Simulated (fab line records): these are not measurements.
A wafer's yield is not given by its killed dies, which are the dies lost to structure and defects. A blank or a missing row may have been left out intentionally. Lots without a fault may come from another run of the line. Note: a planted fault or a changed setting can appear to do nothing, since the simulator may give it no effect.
Which of the tools did it? || flow nand_harc || 24 lots with 72 wafers sampled at 5 steps, on a route of 1302 steps

== WHAT EACH GAUGE READ, for each wafer ==
NHARC_P_BONDPAD_OVL_MEAS_38.
{"lot": "L074", "measured": "day 6 19:40", "on": "overlay-02", "overlay_x_nm (nm)": "1 2 1", "overlay_y_nm (nm)": "-7 -7 -7"}
{"lot": "L075", "measured": "day 6 20:11", "on": "overlay-01", "overlay_x_nm (nm)": "-1 -1 -1", "overlay_y_nm (nm)": "-8 -7 -8"}
{"lot": "L076", "measured": "day 7 09:18", "on": "overlay-02", "overlay_x_nm (nm)": "-2 -2 -3", "overlay_y_nm (nm)": "1 2 1"}
{"lot": "L077", "measured": "day 8 00:38", "on": "overlay-01", "overlay_x_nm (nm)": "3 3 3", "overlay_y_nm (nm)": "-13 -12 -12"}
{"lot": "L078", "measured": "day 8 06:47", "on": "overlay-01", "overlay_x_nm (nm)": "2 2 2", "overlay_y_nm (nm)": "-7 -7 -7"}
{"lot": "L079", "measured": "day 8 13:46", "on": "overlay-02", "overlay_x_nm (nm)": "-12 -13 -13", "overlay_y_nm (nm)": "4 5 4"}
{"lot": "L080", "measured": "day 9 06:05", "on": "overlay-01", "overlay_x_nm (nm)": "1 1 0", "overlay_y_nm (nm)": "-3 -2 -3"}
{"lot": "L081", "measured": "day 9 22:54", "on": "overlay-01", "overlay_x_nm (nm)": "-2 -2 -2", "overlay_y_nm (nm)": "-1 -1 0"}
{"lot": "L082", "measured": "day 10 02:44", "on": "overlay-02", "overlay_x_nm (nm)": "3 2 3", "overlay_y_nm (nm)": "0 -1 -1"}
{"lot": "L083", "measured": "day 10 12:19", "on": "overlay-01", "overlay_x_nm (nm)": "-9 -9 -9", "overlay_y_nm (nm)": "5 4 5"}
{"lot": "L084", "measured": "day 11 06:29", "on": "overlay-02", "overlay_x_nm (nm)": "-9 -8 -8", "overlay_y_nm (nm)": "-6 -6 -5"}
{"lot": "L085", "measured": "day 11 08:14", "on": "overlay-02", "overlay_x_nm (nm)": "0 0 1", "overlay_y_nm (nm)": "-4 -3 -3"}
{"lot": "L087", "measured": "day 11 20:04", "on": "overlay-02", "overlay_x_nm (nm)": "-3 -2 -3", "overlay_y_nm (nm)": "9 9 9"}
{"lot": "L086", "measured": "day 11 21:10", "on": "overlay-01", "overlay_x_nm (nm)": "-5 -5 -5", "overlay_y_nm (nm)": "-7 -7 -6"}
{"lot": "L089", "measured": "day 12 12:36", "on": "overlay-02", "overlay_x_nm (nm)": "-3 -2 -2", "overlay_y_nm (nm)": "-12 -12 -12"}
{"lot": "L088", "measured": "day 12 13:53", "on": "overlay-01", "overlay_x_nm (nm)": "5 5 5", "overlay_y_nm (nm)": "-1 0 -1"}
{"lot": "L090", "measured": "day 13 10:39", "on": "overlay-02", "overlay_x_nm (nm)": "-9 -9 -10", "overlay_y_nm (nm)": "-1 -1 -1"}
{"lot": "L091", "measured": "day 13 12:06", "on": "overlay-01", "overlay_x_nm (nm)": "0 0 0", "overlay_y_nm (nm)": "6 6 6"}
{"lot": "L092", "measured": "day 14 04:55", "on": "overlay-02", "overlay_x_nm (nm)": "0 0 0", "overlay_y_nm (nm)": "0 -1 -1"}
{"lot": "L093", "measured": "day 14 09:41", "on": "overlay-02", "overlay_x_nm (nm)": "4 4 4", "overlay_y_nm (nm)": "6 5 5"}
{"lot": "L094", "measured": "day 14 21:22", "on": "overlay-01", "overlay_x_nm (nm)": "3 4 3", "overlay_y_nm (nm)": "-6 -6 -6"}
{"lot": "L095", "measured": "day 15 14:10", "on": "overlay-01", "overlay_x_nm (nm)": "-2 -3 -3", "overlay_y_nm (nm)": "-12 -12 -12"}
{"lot": "L097", "measured": "day 16 00:30", "on": "overlay-02", "overlay_x_nm (nm)": "-7 -8 -8", "overlay_y_nm (nm)": "-4 -4 -4"}
{"lot": "L096", "measured": "day 16 00:53", "on": "overlay-01", "overlay_x_nm (nm)": "2 3 3", "overlay_y_nm (nm)": "0 0 0"}

NHARC_P_BONDPAD_THK_MEAS_20: measures by xrf.
{"lot": "L074", "measured": "day 6 22:10", "on": "film_metro-01", "thk_nm (nm)": "159.8 162.1 160.9"}
{"lot": "L075", "measured": "day 6 22:44", "on": "film_metro-01", "thk_nm (nm)": "162.8 161.1 158.5"}
{"lot": "L076", "measured": "day 7 11:53", "on": "film_metro-01", "thk_nm (nm)": "159.5 159.7 160.4"}
{"lot": "L077", "measured": "day 8 03:06", "on": "film_metro-02", "thk_nm (nm)": "158.9 160.8 158.8"}
{"lot": "L078", "measured": "day 8 09:15", "on": "film_metro-02", "thk_nm (nm)": "160.2 158.5 159.1"}
{"lot": "L079", "measured": "day 8 16:14", "on": "film_metro-01", "thk_nm (nm)": "161.5 158.6 163.8"}
{"lot": "L080", "measured": "day 9 08:33", "on": "film_metro-01", "thk_nm (nm)": "162.6 162.2 160.7"}
{"lot": "L081", "measured": "day 10 01:50", "on": "film_metro-02", "thk_nm (nm)": "162.8 162.1 163.6"}
{"lot": "L082", "measured": "day 10 05:15", "on": "film_metro-02", "thk_nm (nm)": "157.1 163.3 159.0"}
{"lot": "L083", "measured": "day 10 14:47", "on": "film_metro-02", "thk_nm (nm)": "159.9 156.3 160.5"}
{"lot": "L084", "measured": "day 11 09:02", "on": "film_metro-02", "thk_nm (nm)": "161.0 157.5 165.4"}
{"lot": "L085", "measured": "day 11 10:43", "on": "film_metro-02", "thk_nm (nm)": "162.4 163.5 160.1"}
{"lot": "L087", "measured": "day 11 22:34", "on": "film_metro-02", "thk_nm (nm)": "161.2 162.6 158.6"}
{"lot": "L086", "measured": "day 11 23:47", "on": "film_metro-02", "thk_nm (nm)": "158.6 156.7 163.7"}
{"lot": "L089", "measured": "day 12 15:04", "on": "film_metro-02", "thk_nm (nm)": "158.7 158.9 162.1"}
{"lot": "L088", "measured": "day 12 16:20", "on": "film_metro-01", "thk_nm (nm)": "161.8 158.8 159.9"}
{"lot": "L090", "measured": "day 13 13:07", "on": "film_metro-01", "thk_nm (nm)": "160.5 161.3 157.8"}
{"lot": "L091", "measured": "day 13 14:37", "on": "film_metro-01", "thk_nm (nm)": "162.1 160.8 160.2"}
{"lot": "L092", "measured": "day 14 07:22", "on": "film_metro-02", "thk_nm (nm)": "158.7 161.1 158.9"}
{"lot": "L093", "measured": "day 14 12:10", "on": "film_metro-01", "thk_nm (nm)": "163.1 159.4 158.4"}
{"lot": "L094", "measured": "day 14 23:59", "on": "film_metro-02", "thk_nm (nm)": "160.0 162.3 160.3"}
{"lot": "L095", "measured": "day 15 16:41", "on": "film_metro-02", "thk_nm (nm)": "158.9 160.5 162.5"}
{"lot": "L097", "measured": "day 16 02:59", "on": "film_metro-02", "thk_nm (nm)": "163.6 161.9 162.7"}
{"lot": "L096", "measured": "day 16 03:22", "on": "film_metro-01", "thk_nm (nm)": "162.8 160.0 159.7"}

== TOOL THAT RAN EACH LOT (tool first, then ch and the chambers of the sampled wafers, then the start) ==
{"lot": "L074", "NHARC_P_M2_DESCUM_14": "rie_diel-09 ch 1,2,3, day 6 15:13", "NHARC_P_M2_PVD_21": "pvd_sputter-01, day 6 19:40 or earlier", "NHARC_P_BONDPAD_ETCH_37": "rie_diel-12 ch 1,2,3, day 6 19:53"}
{"lot": "L075", "NHARC_P_M2_DESCUM_14": "rie_diel-09 ch 1,3, day 6 15:40", "NHARC_P_M2_PVD_21": "pvd_sputter-03, day 6 20:11 or earlier", "NHARC_P_BONDPAD_ETCH_37": "rie_diel-10 ch 0,2,3, day 6 20:25"}
{"lot": "L076", "NHARC_P_M2_DESCUM_14": "rie_diel-06 ch 0,1,2, day 7 04:46", "NHARC_P_M2_PVD_21": "pvd_sputter-02, day 7 09:18 or earlier", "NHARC_P_BONDPAD_ETCH_37": "rie_diel-10 ch 0,2,3, day 7 09:33"}
{"lot": "L077", "NHARC_P_M2_DESCUM_14": "rie_diel-06 ch 2,3, day 7 20:11", "NHARC_P_M2_PVD_21": "pvd_sputter-01, day 8 00:38 or earlier", "NHARC_P_BONDPAD_ETCH_37": "rie_diel-03 ch 0,1,2, day 8 00:52"}
{"lot": "L078", "NHARC_P_M2_DESCUM_14": "rie_diel-01 ch 2,3, day 8 02:19", "NHARC_P_M2_PVD_21": "pvd_sputter-01, day 8 06:47 or earlier", "NHARC_P_BONDPAD_ETCH_37": "rie_diel-03 ch 1,2,3, day 8 06:59"}
{"lot": "L079", "NHARC_P_M2_DESCUM_14": "rie_diel-09 ch 0,1,2, day 8 09:13", "NHARC_P_M2_PVD_21": "pvd_sputter-01, day 8 13:46 or earlier", "NHARC_P_BONDPAD_ETCH_37": "rie_diel-03 ch 0,2, day 8 13:59"}
{"lot": "L080", "NHARC_P_M2_DESCUM_14": "rie_diel-06 ch 0,2,3, day 9 01:40", "NHARC_P_M2_PVD_21": "pvd_sputter-01, day 9 06:05 or earlier", "NHARC_P_BONDPAD_ETCH_37": "rie_diel-03 ch 0,1,3, day 9 06:19"}
{"lot": "L081", "NHARC_P_M2_DESCUM_14": "rie_diel-09 ch 0,1,2, day 9 18:14", "NHARC_P_M2_PVD_21": "pvd_sputter-03, day 9 22:54 or earlier", "NHARC_P_BONDPAD_ETCH_37": "rie_diel-03 ch 0,2,3, day 9 23:35"}
{"lot": "L082", "NHARC_P_M2_DESCUM_14": "rie_diel-09 ch 0,2, day 9 22:17", "NHARC_P_M2_PVD_21": "pvd_sputter-03, day 10 02:44 or earlier", "NHARC_P_BONDPAD_ETCH_37": "rie_diel-12 ch 2,3, day 10 02:58"}
{"lot": "L083", "NHARC_P_M2_DESCUM_14": "rie_diel-06 ch 0,1,3, day 10 08:02", "NHARC_P_M2_PVD_21": "pvd_sputter-02, day 10 12:19 or earlier", "NHARC_P_BONDPAD_ETCH_37": "rie_diel-03 ch 0,1, day 10 12:32"}
{"lot": "L084", "NHARC_P_M2_DESCUM_14": "rie_diel-01 ch 1,2, day 11 01:55", "NHARC_P_M2_PVD_21": "pvd_sputter-03, day 11 06:29 or earlier", "NHARC_P_BONDPAD_ETCH_37": "rie_diel-03 ch 0,2,3, day 11 06:43"}
{"lot": "L085", "NHARC_P_M2_DESCUM_14": "rie_diel-09 ch 0,2, day 11 03:49", "NHARC_P_M2_PVD_21": "pvd_sputter-03, day 11 08:14 or earlier", "NHARC_P_BONDPAD_ETCH_37": "rie_diel-12 ch 0,1,3, day 11 08:26"}
{"lot": "L087", "NHARC_P_M2_DESCUM_14": "rie_diel-06 ch 0,2,3, day 11 15:35", "NHARC_P_M2_PVD_21": "pvd_sputter-01, day 11 20:04 or earlier", "NHARC_P_BONDPAD_ETCH_37": "rie_diel-10 ch 0,1, day 11 20:16"}
{"lot": "L086", "NHARC_P_M2_DESCUM_14": "rie_diel-06 ch 1,2,3, day 11 16:31", "NHARC_P_M2_PVD_21": "pvd_sputter-02, day 11 21:10 or earlier", "NHARC_P_BONDPAD_ETCH_37": "rie_diel-10 ch 1,3, day 11 21:22"}
{"lot": "L089", "NHARC_P_M2_DESCUM_14": "rie_diel-01 ch 1,3, day 12 08:07", "NHARC_P_M2_PVD_21": "pvd_sputter-03, day 12 12:36 or earlier", "NHARC_P_BONDPAD_ETCH_37": "rie_diel-03 ch 0,1,3, day 12 12:49"}
{"lot": "L088", "NHARC_P_M2_DESCUM_14": "rie_diel-01 ch 0,1,2, day 12 09:24", "NHARC_P_M2_PVD_21": "pvd_sputter-01, day 12 13:53 or earlier", "NHARC_P_BONDPAD_ETCH_37": "rie_diel-12 ch 0,2,3, day 12 14:05"}
{"lot": "L090", "NHARC_P_M2_DESCUM_14": "rie_diel-01 ch 1,2, day 13 06:06", "NHARC_P_M2_PVD_21": "pvd_sputter-01, day 13 10:39 or earlier", "NHARC_P_BONDPAD_ETCH_37": "rie_diel-03 ch 1,2, day 13 10:52"}
{"lot": "L091", "NHARC_P_M2_DESCUM_14": "rie_diel-06 ch 1,3, day 13 07:35", "NHARC_P_M2_PVD_21": "pvd_sputter-02, day 13 12:06 or earlier", "NHARC_P_BONDPAD_ETCH_37": "rie_diel-12 ch 1,3, day 13 12:19"}
{"lot": "L092", "NHARC_P_M2_DESCUM_14": "rie_diel-09 ch 0,3, day 13 23:55", "NHARC_P_M2_PVD_21": "pvd_sputter-01, day 14 04:55 or earlier", "NHARC_P_BONDPAD_ETCH_37": "rie_diel-10 ch 0,1,2, day 14 05:07"}
{"lot": "L093", "NHARC_P_M2_DESCUM_14": "rie_diel-06 ch 0,1, day 14 05:13", "NHARC_P_M2_PVD_21": "pvd_sputter-02, day 14 09:41 or earlier", "NHARC_P_BONDPAD_ETCH_37": "rie_diel-03 ch 0,2, day 14 09:54"}
{"lot": "L094", "NHARC_P_M2_DESCUM_14": "rie_diel-01 ch 0,3, day 14 16:56", "NHARC_P_M2_PVD_21": "pvd_sputter-03, day 14 21:22 or earlier", "NHARC_P_BONDPAD_ETCH_37": "rie_diel-10 ch 0,2,3, day 14 21:35"}
{"lot": "L095", "NHARC_P_M2_DESCUM_14": "rie_diel-01 ch 0,2, day 15 09:44", "NHARC_P_M2_PVD_21": "pvd_sputter-03, day 15 14:10 or earlier", "NHARC_P_BONDPAD_ETCH_37": "rie_diel-03 ch 0,2,3, day 15 14:23"}
{"lot": "L097", "NHARC_P_M2_DESCUM_14": "rie_diel-06 ch 1,2,3, day 15 20:08", "NHARC_P_M2_PVD_21": "pvd_sputter-02, day 16 00:30 or earlier", "NHARC_P_BONDPAD_ETCH_37": "rie_diel-12 ch 1,2, day 16 00:43"}
{"lot": "L096", "NHARC_P_M2_DESCUM_14": "rie_diel-01 ch 0,2,3, day 15 20:27", "NHARC_P_M2_PVD_21": "pvd_sputter-01, day 16 00:53 or earlier", "NHARC_P_BONDPAD_ETCH_37": "rie_diel-03 ch 0,1, day 16 01:06"}
- NHARC_P_M2_DESCUM_14: chemistry O2, time 3 s.
- NHARC_P_M2_PVD_21: deposits Cu, target thk 30 nm, time 20.49 s.
- NHARC_P_BONDPAD_ETCH_37: etches the open film in N2/H2, target depth 60 nm, overetch 18 nm, time 65.91 s.

== WHAT THE TOOLS THEMSELVES READ (means of the sampled wafers that have a number; where no wafer has one, the mark that the record gives instead) ==
NHARC_P_M2_DESCUM_14.
{"lot": "L074", "tool": "rie_diel-09", "drypump_motor_current_A (A)": 5.5, "oes_product_au (a.u.)": 1.011, "rf_vpp_V (V)": 58.5, "showerhead_plenum_p_Torr (Torr)": 1.94, "throttle_valve_pct (%)": 11.305}
{"lot": "L075", "tool": "rie_diel-09", "drypump_motor_current_A (A)": 5.4, "oes_product_au (a.u.)": 1.007, "rf_vpp_V (V)": 57.0, "showerhead_plenum_p_Torr (Torr)": 1.97, "throttle_valve_pct (%)": 11.301}
{"lot": "L076", "tool": "rie_diel-06", "drypump_motor_current_A (A)": 6.0, "oes_product_au (a.u.)": 1.001, "rf_vpp_V (V)": 58.7, "showerhead_plenum_p_Torr (Torr)": 1.92, "throttle_valve_pct (%)": 11.309}
{"lot": "L077", "tool": "rie_diel-06", "drypump_motor_current_A (A)": 5.9, "oes_product_au (a.u.)": 0.999, "rf_vpp_V (V)": 57.4, "showerhead_plenum_p_Torr (Torr)": 1.89, "throttle_valve_pct (%)": 11.314}
{"lot": "L078", "tool": "rie_diel-01", "drypump_motor_current_A (A)": 5.9, "oes_product_au (a.u.)": 0.970, "rf_vpp_V (V)": 57.9, "showerhead_plenum_p_Torr (Torr)": 1.99, "throttle_valve_pct (%)": 11.313}
{"lot": "L079", "tool": "rie_diel-09", "drypump_motor_current_A (A)": 5.6, "oes_product_au (a.u.)": 1.024, "rf_vpp_V (V)": 57.7, "showerhead_plenum_p_Torr (Torr)": 1.90, "throttle_valve_pct (%)": 11.303}
{"lot": "L080", "tool": "rie_diel-06", "drypump_motor_current_A (A)": 5.8, "oes_product_au (a.u.)": 0.992, "rf_vpp_V (V)": 58.2, "showerhead_plenum_p_Torr (Torr)": 1.94, "throttle_valve_pct (%)": 11.306}
{"lot": "L081", "tool": "rie_diel-09", "drypump_motor_current_A (A)": 5.6, "oes_product_au (a.u.)": 1.013, "rf_vpp_V (V)": 57.6, "showerhead_plenum_p_Torr (Torr)": 1.90, "throttle_valve_pct (%)": 11.305}
{"lot": "L082", "tool": "rie_diel-09", "drypump_motor_current_A (A)": 5.7, "oes_product_au (a.u.)": 1.005, "rf_vpp_V (V)": 57.4, "showerhead_plenum_p_Torr (Torr)": 1.88, "throttle_valve_pct (%)": 11.315}
{"lot": "L083", "tool": "rie_diel-06", "drypump_motor_current_A (A)": 6.1, "oes_product_au (a.u.)": 1.001, "rf_vpp_V (V)": 57.6, "showerhead_plenum_p_Torr (Torr)": 1.97, "throttle_valve_pct (%)": 11.304}
{"lot": "L084", "tool": "rie_diel-01", "drypump_motor_current_A (A)": 5.4, "oes_product_au (a.u.)": 0.979, "rf_vpp_V (V)": 58.5, "showerhead_plenum_p_Torr (Torr)": 1.94, "throttle_valve_pct (%)": 11.311}
{"lot": "L085", "tool": "rie_diel-09", "drypump_motor_current_A (A)": 5.6, "oes_product_au (a.u.)": 1.016, "rf_vpp_V (V)": 57.0, "showerhead_plenum_p_Torr (Torr)": 1.87, "throttle_valve_pct (%)": 11.306}
{"lot": "L087", "tool": "rie_diel-06", "drypump_motor_current_A (A)": 5.8, "oes_product_au (a.u.)": 0.993, "rf_vpp_V (V)": 57.0, "showerhead_plenum_p_Torr (Torr)": 1.94, "throttle_valve_pct (%)": 11.322}
{"lot": "L086", "tool": "rie_diel-06", "drypump_motor_current_A (A)": 6.2, "oes_product_au (a.u.)": 0.995, "rf_vpp_V (V)": 57.5, "showerhead_plenum_p_Torr (Torr)": 1.93, "throttle_valve_pct (%)": 11.308}
{"lot": "L089", "tool": "rie_diel-01", "drypump_motor_current_A (A)": 5.8, "oes_product_au (a.u.)": 0.999, "rf_vpp_V (V)": 57.8, "showerhead_plenum_p_Torr (Torr)": 2.01, "throttle_valve_pct (%)": 11.304}
{"lot": "L088", "tool": "rie_diel-01", "drypump_motor_current_A (A)": 5.6, "oes_product_au (a.u.)": 0.986, "rf_vpp_V (V)": 58.1, "showerhead_plenum_p_Torr (Torr)": 1.92, "throttle_valve_pct (%)": 11.307}
{"lot": "L090", "tool": "rie_diel-01", "drypump_motor_current_A (A)": 5.5, "oes_product_au (a.u.)": 1.000, "rf_vpp_V (V)": 58.0, "showerhead_plenum_p_Torr (Torr)": 1.94, "throttle_valve_pct (%)": 11.305}
{"lot": "L091", "tool": "rie_diel-06", "drypump_motor_current_A (A)": 6.2, "oes_product_au (a.u.)": 1.000, "rf_vpp_V (V)": 58.1, "showerhead_plenum_p_Torr (Torr)": 1.98, "throttle_valve_pct (%)": 11.312}
{"lot": "L092", "tool": "rie_diel-09", "drypump_motor_current_A (A)": 5.5, "oes_product_au (a.u.)": 1.006, "rf_vpp_V (V)": 57.2, "showerhead_plenum_p_Torr (Torr)": 1.89, "throttle_valve_pct (%)": 11.311}
{"lot": "L093", "tool": "rie_diel-06", "drypump_motor_current_A (A)": 5.9, "oes_product_au (a.u.)": 1.009, "rf_vpp_V (V)": 57.5, "showerhead_plenum_p_Torr (Torr)": 1.97, "throttle_valve_pct (%)": 11.318}
{"lot": "L094", "tool": "rie_diel-01", "drypump_motor_current_A (A)": 6.0, "oes_product_au (a.u.)": 1.001, "rf_vpp_V (V)": 57.8, "showerhead_plenum_p_Torr (Torr)": 1.99, "throttle_valve_pct (%)": 11.310}
{"lot": "L095", "tool": "rie_diel-01", "drypump_motor_current_A (A)": 5.7, "oes_product_au (a.u.)": 0.976, "rf_vpp_V (V)": 57.4, "showerhead_plenum_p_Torr (Torr)": 1.90, "throttle_valve_pct (%)": 11.315}
{"lot": "L097", "tool": "rie_diel-06", "drypump_motor_current_A (A)": 6.2, "oes_product_au (a.u.)": 1.018, "rf_vpp_V (V)": 57.6, "showerhead_plenum_p_Torr (Torr)": 1.93, "throttle_valve_pct (%)": 11.307}
{"lot": "L096", "tool": "rie_diel-01", "drypump_motor_current_A (A)": 5.9, "oes_product_au (a.u.)": 0.992, "rf_vpp_V (V)": 58.6, "showerhead_plenum_p_Torr (Torr)": 1.95, "throttle_valve_pct (%)": 11.311}

NHARC_P_M2_PVD_21.
{"lot": "L074", "tool": "pvd_sputter-01", "throttle_valve_pct (%)": 29.1}
{"lot": "L075", "tool": "pvd_sputter-03", "throttle_valve_pct (%)": 30.4}
{"lot": "L076", "tool": "pvd_sputter-02", "throttle_valve_pct (%)": 28.1}
{"lot": "L077", "tool": "pvd_sputter-01", "throttle_valve_pct (%)": 29.7}
{"lot": "L078", "tool": "pvd_sputter-01", "throttle_valve_pct (%)": 30.0}
{"lot": "L079", "tool": "pvd_sputter-01", "throttle_valve_pct (%)": 29.9}
{"lot": "L080", "tool": "pvd_sputter-01", "throttle_valve_pct (%)": 29.2}
{"lot": "L081", "tool": "pvd_sputter-03", "throttle_valve_pct (%)": 30.3}
{"lot": "L082", "tool": "pvd_sputter-03", "throttle_valve_pct (%)": 30.7}
{"lot": "L083", "tool": "pvd_sputter-02", "throttle_valve_pct (%)": 30.4}
{"lot": "L084", "tool": "pvd_sputter-03", "throttle_valve_pct (%)": 30.1}
{"lot": "L085", "tool": "pvd_sputter-03", "throttle_valve_pct (%)": 31.2}
{"lot": "L087", "tool": "pvd_sputter-01", "throttle_valve_pct (%)": 29.3}
{"lot": "L086", "tool": "pvd_sputter-02", "throttle_valve_pct (%)": 29.1}
{"lot": "L089", "tool": "pvd_sputter-03", "throttle_valve_pct (%)": 30.7}
{"lot": "L088", "tool": "pvd_sputter-01", "throttle_valve_pct (%)": 29.8}
{"lot": "L090", "tool": "pvd_sputter-01", "throttle_valve_pct (%)": 29.2}
{"lot": "L091", "tool": "pvd_sputter-02", "throttle_valve_pct (%)": 30.2}
{"lot": "L092", "tool": "pvd_sputter-01", "throttle_valve_pct (%)": 29.9}
{"lot": "L093", "tool": "pvd_sputter-02", "throttle_valve_pct (%)": 29.8}
{"lot": "L094", "tool": "pvd_sputter-03", "throttle_valve_pct (%)": 29.3}
{"lot": "L095", "tool": "pvd_sputter-03", "throttle_valve_pct (%)": 30.9}
{"lot": "L097", "tool": "pvd_sputter-02", "throttle_valve_pct (%)": 30.1}
{"lot": "L096", "tool": "pvd_sputter-01", "throttle_valve_pct (%)": 29.6}

NHARC_P_BONDPAD_ETCH_37.
{"lot": "L074", "tool": "rie_diel-12", "drypump_motor_current_A (A)": 5.4, "oes_product_au (a.u.)": 1.002, "rf_fwd_power_W (W)": 397.8, "rf_vpp_V (V)": 430.6, "showerhead_plenum_p_Torr (Torr)": 2.06, "throttle_valve_pct (%)": 14.174}
{"lot": "L075", "tool": "rie_diel-10", "drypump_motor_current_A (A)": 6.4, "oes_product_au (a.u.)": 0.994, "rf_fwd_power_W (W)": 396.0, "rf_vpp_V (V)": 431.0, "showerhead_plenum_p_Torr (Torr)": 2.07, "throttle_valve_pct (%)": 14.172}
{"lot": "L076", "tool": "rie_diel-10", "drypump_motor_current_A (A)": 6.4, "oes_product_au (a.u.)": 0.989, "rf_fwd_power_W (W)": 396.4, "rf_vpp_V (V)": 430.5, "showerhead_plenum_p_Torr (Torr)": 2.07, "throttle_valve_pct (%)": 14.172}
{"lot": "L077", "tool": "rie_diel-03", "drypump_motor_current_A (A)": 5.6, "oes_product_au (a.u.)": 0.980, "rf_fwd_power_W (W)": 396.1, "rf_vpp_V (V)": 431.5, "showerhead_plenum_p_Torr (Torr)": 2.04, "throttle_valve_pct (%)": 14.168}
{"lot": "L078", "tool": "rie_diel-03", "drypump_motor_current_A (A)": 5.6, "oes_product_au (a.u.)": 0.997, "rf_fwd_power_W (W)": 397.7, "rf_vpp_V (V)": 429.7, "showerhead_plenum_p_Torr (Torr)": 2.01, "throttle_valve_pct (%)": 14.172}
{"lot": "L079", "tool": "rie_diel-03", "drypump_motor_current_A (A)": 5.6, "oes_product_au (a.u.)": 0.988, "rf_fwd_power_W (W)": 397.6, "rf_vpp_V (V)": 431.8, "showerhead_plenum_p_Torr (Torr)": 2.09, "throttle_valve_pct (%)": 14.166}
{"lot": "L080", "tool": "rie_diel-03", "drypump_motor_current_A (A)": 5.6, "oes_product_au (a.u.)": 0.982, "rf_fwd_power_W (W)": 396.9, "rf_vpp_V (V)": 430.1, "showerhead_plenum_p_Torr (Torr)": 2.07, "throttle_valve_pct (%)": 14.165}
{"lot": "L081", "tool": "rie_diel-03", "drypump_motor_current_A (A)": 5.6, "oes_product_au (a.u.)": 0.992, "rf_fwd_power_W (W)": 397.0, "rf_vpp_V (V)": 430.8, "showerhead_plenum_p_Torr (Torr)": 2.07, "throttle_valve_pct (%)": 14.181}
{"lot": "L082", "tool": "rie_diel-12", "drypump_motor_current_A (A)": 5.6, "oes_product_au (a.u.)": 1.005, "rf_fwd_power_W (W)": 396.3, "rf_vpp_V (V)": 432.5, "showerhead_plenum_p_Torr (Torr)": 2.12, "throttle_valve_pct (%)": 14.172}
{"lot": "L083", "tool": "rie_diel-03", "drypump_motor_current_A (A)": 5.6, "oes_product_au (a.u.)": 0.980, "rf_fwd_power_W (W)": 396.1, "rf_vpp_V (V)": 432.1, "showerhead_plenum_p_Torr (Torr)": 2.09, "throttle_valve_pct (%)": 14.168}
{"lot": "L084", "tool": "rie_diel-03", "drypump_motor_current_A (A)": 5.6, "oes_product_au (a.u.)": 0.993, "rf_fwd_power_W (W)": 396.3, "rf_vpp_V (V)": 430.5, "showerhead_plenum_p_Torr (Torr)": 2.07, "throttle_valve_pct (%)": 14.180}
{"lot": "L085", "tool": "rie_diel-12", "drypump_motor_current_A (A)": 5.7, "oes_product_au (a.u.)": 0.992, "rf_fwd_power_W (W)": 396.3, "rf_vpp_V (V)": 431.3, "showerhead_plenum_p_Torr (Torr)": 2.02, "throttle_valve_pct (%)": 14.170}
{"lot": "L087", "tool": "rie_diel-10", "drypump_motor_current_A (A)": 6.1, "oes_product_au (a.u.)": 0.991, "rf_fwd_power_W (W)": 397.1, "rf_vpp_V (V)": 430.3, "showerhead_plenum_p_Torr (Torr)": 2.04, "throttle_valve_pct (%)": 14.172}
{"lot": "L086", "tool": "rie_diel-10", "drypump_motor_current_A (A)": 6.0, "oes_product_au (a.u.)": 0.999, "rf_fwd_power_W (W)": 396.6, "rf_vpp_V (V)": 429.8, "showerhead_plenum_p_Torr (Torr)": 2.02, "throttle_valve_pct (%)": 14.180}
{"lot": "L089", "tool": "rie_diel-03", "drypump_motor_current_A (A)": 5.7, "oes_product_au (a.u.)": 0.988, "rf_fwd_power_W (W)": 396.6, "rf_vpp_V (V)": 431.7, "showerhead_plenum_p_Torr (Torr)": 2.06, "throttle_valve_pct (%)": 14.171}
{"lot": "L088", "tool": "rie_diel-12", "drypump_motor_current_A (A)": 5.9, "oes_product_au (a.u.)": 0.994, "rf_fwd_power_W (W)": 394.6, "rf_vpp_V (V)": 432.0, "showerhead_plenum_p_Torr (Torr)": 2.07, "throttle_valve_pct (%)": 14.173}
{"lot": "L090", "tool": "rie_diel-03", "drypump_motor_current_A (A)": 5.5, "oes_product_au (a.u.)": 0.997, "rf_fwd_power_W (W)": 396.2, "rf_vpp_V (V)": 428.6, "showerhead_plenum_p_Torr (Torr)": 1.98, "throttle_valve_pct (%)": 14.174}
{"lot": "L091", "tool": "rie_diel-12", "drypump_motor_current_A (A)": 5.1, "oes_product_au (a.u.)": 0.999, "rf_fwd_power_W (W)": 398.0, "rf_vpp_V (V)": 429.5, "showerhead_plenum_p_Torr (Torr)": 2.00, "throttle_valve_pct (%)": 14.172}
{"lot": "L092", "tool": "rie_diel-10", "drypump_motor_current_A (A)": 6.3, "oes_product_au (a.u.)": 1.000, "rf_fwd_power_W (W)": 395.6, "rf_vpp_V (V)": 430.5, "showerhead_plenum_p_Torr (Torr)": 2.04, "throttle_valve_pct (%)": 14.171}
{"lot": "L093", "tool": "rie_diel-03", "drypump_motor_current_A (A)": 5.6, "oes_product_au (a.u.)": 0.997, "rf_fwd_power_W (W)": 394.4, "rf_vpp_V (V)": 431.0, "showerhead_plenum_p_Torr (Torr)": 2.09, "throttle_valve_pct (%)": 14.172}
{"lot": "L094", "tool": "rie_diel-10", "drypump_motor_current_A (A)": 6.4, "oes_product_au (a.u.)": 0.989, "rf_fwd_power_W (W)": 397.0, "rf_vpp_V (V)": 431.1, "showerhead_plenum_p_Torr (Torr)": 2.06, "throttle_valve_pct (%)": 14.168}
{"lot": "L095", "tool": "rie_diel-03", "drypump_motor_current_A (A)": 5.6, "oes_product_au (a.u.)": 0.994, "rf_fwd_power_W (W)": 396.8, "rf_vpp_V (V)": 431.5, "showerhead_plenum_p_Torr (Torr)": 2.07, "throttle_valve_pct (%)": 14.179}
{"lot": "L097", "tool": "rie_diel-12", "drypump_motor_current_A (A)": 5.3, "oes_product_au (a.u.)": 0.985, "rf_fwd_power_W (W)": 397.7, "rf_vpp_V (V)": 429.9, "showerhead_plenum_p_Torr (Torr)": 1.99, "throttle_valve_pct (%)": 14.174}
{"lot": "L096", "tool": "rie_diel-03", "drypump_motor_current_A (A)": 5.6, "oes_product_au (a.u.)": 0.991, "rf_fwd_power_W (W)": 396.4, "rf_vpp_V (V)": 432.7, "showerhead_plenum_p_Torr (Torr)": 2.09, "throttle_valve_pct (%)": 14.169}

== THE ANSWER, worked out from the rows above alone ==
Rule: the lots themselves supply what counts as usual. The widest of any qualifying gaps counts: lots, ordered by their means at a reading, are off when they make up no more than a third of the lots, leave a main group of 4 or more, and stand apart from it by 3 or more times the standard deviation of that group's means. The tables above print the reading to a certain number of digits; a main group whose means all agree to those digits is not used. Also off: a lot with no number at a reading for which 4 or more lots have one. All remaining lots with rows at the step are treated as sound. After the gauges, taken in route order, come the tools' own readings; for these a lot's mean is taken, as printed above. At the first step where some lot is off, the reading lying furthest off is the one used; lots without a number count as furthest.
Nothing can be told from this: no lot is off at any reading shown.

== WHAT WAS PUT IN BY THE SIMULATOR ==
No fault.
